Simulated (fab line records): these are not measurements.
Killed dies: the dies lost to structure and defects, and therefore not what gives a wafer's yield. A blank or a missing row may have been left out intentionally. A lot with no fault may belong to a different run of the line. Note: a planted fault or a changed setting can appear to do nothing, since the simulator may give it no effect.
Chamber matching :: flow n5-finfet :: rie-diel-01 running N5_HKMG_FIN_ETCH_58: 4 sister chambers
The step etches SOC in N2/H2, target depth 215.8 nm, time 741 s. 8 wafers are shown with their chamber, then 12 later ones without.

## EACH WAFER AND ITS CHAMBER
wafer: L078.2
chamber: 0
drypump-motor-current-A (A): 5.46
throttle-valve-pct (%): 17.76

wafer: L083.5
chamber: 3
drypump-motor-current-A (A): 5.46
throttle-valve-pct (%): 17.53

wafer: L083.6
chamber: 0
drypump-motor-current-A (A): 5.46
throttle-valve-pct (%): 17.79

wafer: L091.2
chamber: 3
drypump-motor-current-A (A): 5.44
throttle-valve-pct (%): 17.55

wafer: L091.6
chamber: 1
drypump-motor-current-A (A): 5.11
throttle-valve-pct (%): 17.82

wafer: L092.2
chamber: 1
drypump-motor-current-A (A): 5.12
throttle-valve-pct (%): 17.83

wafer: L092.3
chamber: 2
drypump-motor-current-A (A): 5.95
throttle-valve-pct (%): 18.01

wafer: L092.6
chamber: 2
drypump-motor-current-A (A): 5.95
throttle-valve-pct (%): 17.98

## WAFERS WITH NO CHAMBER GIVEN
wafer: L093.1
drypump-motor-current-A (A): 5.44
throttle-valve-pct (%): 17.56

wafer: L093.2
drypump-motor-current-A (A): 5.48
throttle-valve-pct (%): 17.46

wafer: L093.5
drypump-motor-current-A (A): 5.48
throttle-valve-pct (%): 17.46

wafer: L094.1
drypump-motor-current-A (A): 5.52
throttle-valve-pct (%): 17.47

wafer: L094.4
drypump-motor-current-A (A): 5.41
throttle-valve-pct (%): 17.55

wafer: L094.6
drypump-motor-current-A (A): 5.41
throttle-valve-pct (%): 17.56

wafer: L096.1
drypump-motor-current-A (A): 5.12
throttle-valve-pct (%): 17.87

wafer: L096.4
drypump-motor-current-A (A): 5.41
throttle-valve-pct (%): 17.57

wafer: L096.5
drypump-motor-current-A (A): 5.41
throttle-valve-pct (%): 17.58

wafer: L097.3
drypump-motor-current-A (A): 5.42
throttle-valve-pct (%): 17.59

wafer: L097.4
drypump-motor-current-A (A): 5.94
throttle-valve-pct (%): 18.01

wafer: L097.5
drypump-motor-current-A (A): 5.12
throttle-valve-pct (%): 17.85

## THE CHAMBER EACH PASSED THROUGH
wafer: L093.1
from the rows above: 3
in truth: 3

wafer: L093.2
from the rows above: 3
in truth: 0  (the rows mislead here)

wafer: L093.5
from the rows above: 3
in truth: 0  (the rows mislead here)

wafer: L094.1
from the rows above: 3
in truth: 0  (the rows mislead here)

wafer: L094.4
from the rows above: 3
in truth: 3

wafer: L094.6
from the rows above: 3
in truth: 3

wafer: L096.1
from the rows above: 1
in truth: 1

wafer: L096.4
from the rows above: 3
in truth: 3

wafer: L096.5
from the rows above: 3
in truth: 3

wafer: L097.3
from the rows above: 3
in truth: 3

wafer: L097.4
from the rows above: 2
in truth: 2

wafer: L097.5
from the rows above: 1
in truth: 1
Correctly placed: 9 of 12. Number that these rows cannot place: 0. Number placed wrongly: 3.
How it was worked out, from the rows above alone: a wafer's distance from a chamber is the root of the sum, over the readings, of the square of ((its reading less the chamber's mean) divided by the reading's scatter). The wafer belongs to the nearest chamber; if the next one is less than 2 further off, it can't be placed. The mean given for a chamber averages the wafers shown for that chamber. How the scatter is found: for the shown wafers, subtract from each reading the mean of its chamber, square and add these, divide the total by (wafers less chambers), then take the root.
